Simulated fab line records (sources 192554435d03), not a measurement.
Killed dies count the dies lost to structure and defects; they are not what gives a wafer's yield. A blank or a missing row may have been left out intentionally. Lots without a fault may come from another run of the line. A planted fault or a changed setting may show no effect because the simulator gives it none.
Matching of chambers | flow n5_finfet | N5_BEOL_M7_STRIP_36 on rie_diel-06: 4 sister chambers
The step strips in N2/H2. 4 wafers are shown with their chamber, then 9 later ones without.

WAFERS WITH THEIR CHAMBER
wafer  | chamber | drypump_motor_current_A (A)
L085.1 | 2       | 5.5
L090.6 | 1       | 5.3
L091.5 | 0       | 5.3
L091.6 | 3       | 6.0

WAFERS MISSING THEIR CHAMBER
wafer  | drypump_motor_current_A (A)
L094.2 | 5.4
L094.4 | 6.0
L094.6 | 5.4
L097.4 | 5.3
L097.5 | 6.0
L097.6 | 5.4
L096.2 | 5.5
L096.4 | 5.5
L096.6 | 5.4

THE CHAMBER EACH PASSED THROUGH
wafer  | from the rows above          | in truth
L094.2 | can't be placed: 2 or 0 or 1 | 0
L094.4 | 3                            | 3
L094.6 | can't be placed: 2 or 0 or 1 | 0
L097.4 | can't be placed: 0 or 1      | 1
L097.5 | 3                            | 3
L097.6 | can't be placed: 2 or 0 or 1 | 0
L096.2 | 2                            | 2
L096.4 | 2                            | 2
L096.6 | can't be placed: 2 or 0 or 1 | 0
Correctly placed: 4 of 9. Cannot be placed on the basis of these rows: 5; the candidates contain the true chamber in 5. 0 placed wrongly.
How it was worked out, from the rows above alone: a wafer's distance from a chamber is the root of the sum, over the readings, of the square of ((its reading less the chamber's mean) divided by the reading's scatter). The wafer belongs to the nearest chamber; if the next one is less than 2 further off, it can't be placed. Each chamber's mean is taken over the wafers shown for it. The scatter: root of mean squared gap, hidden wafer to nearest shown wafer, with one shown wafer a chamber.
